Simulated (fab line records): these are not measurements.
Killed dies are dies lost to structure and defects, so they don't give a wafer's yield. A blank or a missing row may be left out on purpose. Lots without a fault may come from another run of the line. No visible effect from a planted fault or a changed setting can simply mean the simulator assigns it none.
A lot that was struck, set against a sound lot | flow n5 finfet | 38 steps out of a route of 1938
Sound: wafers L937.3, L937.4, L937.5. Struck: wafers L944.1, L944.2, L944.3. The cause is named last.
Each step with rows lists, per side, the tool, then ch with its chambers, then its first start. Under that, the readings that differ: sound wafers | struck wafers | difference of the means | sigmas: that difference in standard deviations of wafers without a fault.
alike: readings with means less than 2 such deviations apart, plus words and numbers identical on both sides. not compared: withheld readings, readings lacking a value on some wafer, bounds such as >300 that could conceal the same value, and numbers that have no deviation in the record and whose values overlap.
The two part at a step that has a row with sigmas, a row that says differs or no value, or rows on one side only. Numbers that don't overlap but have no deviation are shown without sigmas and don't part them. A reading missing from all wafers of one side parts the sides only when that side holds two or more wafers.

first, 9 steps without rows for these wafers: N5_BEOL_M11_PEB_26 (peb time 60 s); N5_BEOL_M11_DEVELOP_27 (develop time 30 s); N5_BEOL_M11_DESCUM_33 (chemistry O2, time 7.9 s); N5_BEOL_M11_ETCH_65 (etches SiARC in CF4, target depth 39 nm, time 65 s); N5_BEOL_M11_ETCH_66 (etches SOC in N2/H2, target depth 120 nm, overetch 24 nm, time 180 s); N5_BEOL_M11_STRIP_69 (strips in N2/H2); N5_BEOL_M11_VIA_ETCH_34 (etches SiCOH lowk in C4F6/O2, target depth 184.5 nm, time 69.2 s); N5_BEOL_M11_STRIP_73 (strips in C4F6/O2); N5_BEOL_M11_STRIP_36 (strips in N2/H2).
N5_BEOL_M11_TRENCH_ETCH_37: etches SiCOH lowk in C4F6/O2, target depth 148.83 nm, time 48 s.
  sound on rie diel-06 ch 0,3, day 12 08:53; struck on rie diel-06 ch 1,2,3, day 14 08:58
  reading                              | sound             | struck            | difference | sigmas
  oes_f_703_au (a.u.)                  | 0.73 0.86 0.85    | 0.89 1.15 0.93    | +0.18      | +3
  oes_o_777_au (a.u.)                  | 0.75 0.84 0.85    | 0.83 1.10 0.93    | +0.14      | +2
  rf fwd power W (W)                   | 341.7 340.4 341.8 | 422.5 425.1 425.7 | +83.1      | +64
  rf vpp V (V)                         | 675 663 662       | 605 587 603       | -68        | -8
  throttle valve pct (%)               | 20.79 20.33 20.32 | 21.09 21.24 20.82 | +0.57      | +2
  model.etch.depth nm (nm)             | 146.2 149.3 149.3 | 155.2 166.3 156.9 | +11.2      |
  model.BEOL_M11.feature depth nm (nm) | 146.2 149.2 149.4 | 155.2 166.2 157   | +11.2      |
  alike: O2_flow_sccm, bias w, drypump motor current A, oes product au, showerhead plenum p Torr
  not compared: rf hours counter h
then, 2 steps without rows for these wafers: N5_BEOL_M11_ETCH_41 (etches SiCN in CH3F/O2, target depth 42.6 nm, time 86 s); N5_BEOL_M11_STRIP_77 (strips in N2/H2, time 10 s).
N5_BEOL_M11_OCD_MEAS_38:
  sound: ocd-02 at day 12 09:04; struck: ocd-01 at day 14 09:08
  reading              | sound       | struck      | difference | sigmas
  trench depth nm (nm) | 147 149 150 | 155 166 157 | +11        | +3
then, 13 steps without rows for these wafers: N5_BEOL_M11_HM_STRIP_39 (strips TiN in peroxide tin strip, target depth 25 nm, time 158 s); N5_BEOL_M11_SRD_40 (time 30 s); N5_BEOL_M11_PRECLEAN_42 (cleans in residue remover, time 60 s); N5_BEOL_M11_SRD_43 (time 30 s); N5_BEOL_M11_CURE_72 (cures SiCOH lowk, time 120 s); N5_BEOL_M11_DEGAS_44 (time 60 s); N5_BEOL_M11_PRE_CLEAN_45 (time 30 s); N5_BEOL_M11_ALD_74 (deposits TaN, target thk 2 nm, pulse time 2 s, purge time 3 s); N5_BEOL_M11_SURFACE_TREAT_76; N5_BEOL_M11_CVD_75 (deposits Co from CCTBA/H2, target thk 2 nm, time 138.9 s); N5_BEOL_M11_SPUTTER_48 (material Cu, target thk 12 nm, time 2 s); N5_BEOL_M11_ECD_50 (material Cu, target thk 318 nm); N5_BEOL_M11_ANNEAL_51 (time 90 s).
N5_BEOL_M11_CMP_52: polishes, stops on SiCOH lowk, t overpolish 7 s, target thk 140 nm.
  sound on cmp-04 ch 0,1,3, day 12 11:17; struck on cmp-04 ch 0,1,3, day 14 11:19
  reading                                 | sound             | struck            | difference | sigmas
  model.Cu_of_BEOL_M11_ECD_50.thk nm (nm) | 136.8 139.6 140.6 | 145.6 158.2 147.2 | +11.3      |
  alike: barrier field endpoint s, clearing platen down force psi, edge zone pressure frac, motor current A, overpolish run s, time to endpoint s
N5_BEOL_M11_THK_MEAS_53: measures by xrf.
  sound: film metro-01 at day 12 11:35; struck: film metro-02 at day 14 11:37
  reading      | sound       | struck      | difference | sigmas
  M11_THK (nm) | 136 139 140 | 146 158 147 | +12        | +4
then, 2 steps without rows for these wafers: N5_BEOL_M11_PRE_CLEAN_55 (time 15 s); N5_BEOL_M11_DEP_56 (deposits SiCN from 3MS/NH3, target thk 30 nm, time 10.5 s).
N5_BEOL_M11_RS_MEAS_57: uses a four-point probe to measure.
  sound: film metro-02 at day 12 11:43; struck: film metro-02 at day 14 11:44
  reading         | sound             | struck            | difference | sigmas
  M11_RS (ohm/sq) | 0.155 0.151 0.150 | 0.145 0.132 0.143 | -0.012     | -3
then, 5 steps without rows for these wafers: N5_BEOL_M12_ILD_DEP_00 (deposits SiOC from DEMS/O2, target thk 658.92 nm, time 130.7 s); N5_BEOL_M12_COAT_58 (time 60 s, resist thk 89 nm); N5_BEOL_M12_COAT_04 (resist thk 400 nm); N5_BEOL_M12_EBR_06; N5_BEOL_M12_SOFTBAKE_05 (time 60 s).
N5_BEOL_M15_RC_MEAS_101:
  sound on prober-01 ch 0, day 13 18:54; struck on prober-02 ch 0, day 16 03:13
  reading           | sound          | struck         | difference | sigmas
  SERP_M11 (ohm/um) | 3.18 3.06 3.03 | 2.90 2.69 2.90 | -0.26      | -3
  SERP_M9 (ohm/um)  | 2.93 2.98 2.88 | 3.13 3.12 3.08 | +0.18      | +2
  alike: etest temp c, COMB_M10, COMB_M11, COMB_M12, COMB_M13, COMB_M14, COMB_M15, COMB_M5, COMB_M6, COMB_M7, COMB_M8, COMB_M9, SERP_M10, SERP_M12, SERP_M13, SERP_M14, SERP_M14_max_site, SERP_M5, SERP_M6, SERP_M7, SERP_M8
N5_PASSIVATION_PROBE_49:
  sound: prober-02 at day 14 10:56; struck: prober-02 at day 16 16:45
  reading              | sound       | struck   | difference | sigmas
  killed at contacts   | 36 29 38    | 12 15 5  | -24        | -3
  killed open          | 92 81 107   | 62 79 54 | -28        | -2
  sort_bin_8_speed (%) | 0.42 0 0.08 | 0 0 0    | +0         | -4
  alike: defect limited yield, killed_at_M0_to_M3, killed_at_M4_up, killed at front end, killed at other, killed dies, killed short, sort_bin_5_function, sort_bin_6_memory, sort n pass, sort yield pct

== WHERE THEY PART ==
Earliest at N5_BEOL_M11_TRENCH_ETCH_37; latest, in this record, at N5_PASSIVATION_PROBE_49.

WHY: whatever the simulator had introduced
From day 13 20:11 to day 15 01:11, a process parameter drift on rie diel-06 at N5_BEOL_M11_TRENCH_ETCH_37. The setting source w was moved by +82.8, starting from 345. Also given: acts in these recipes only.
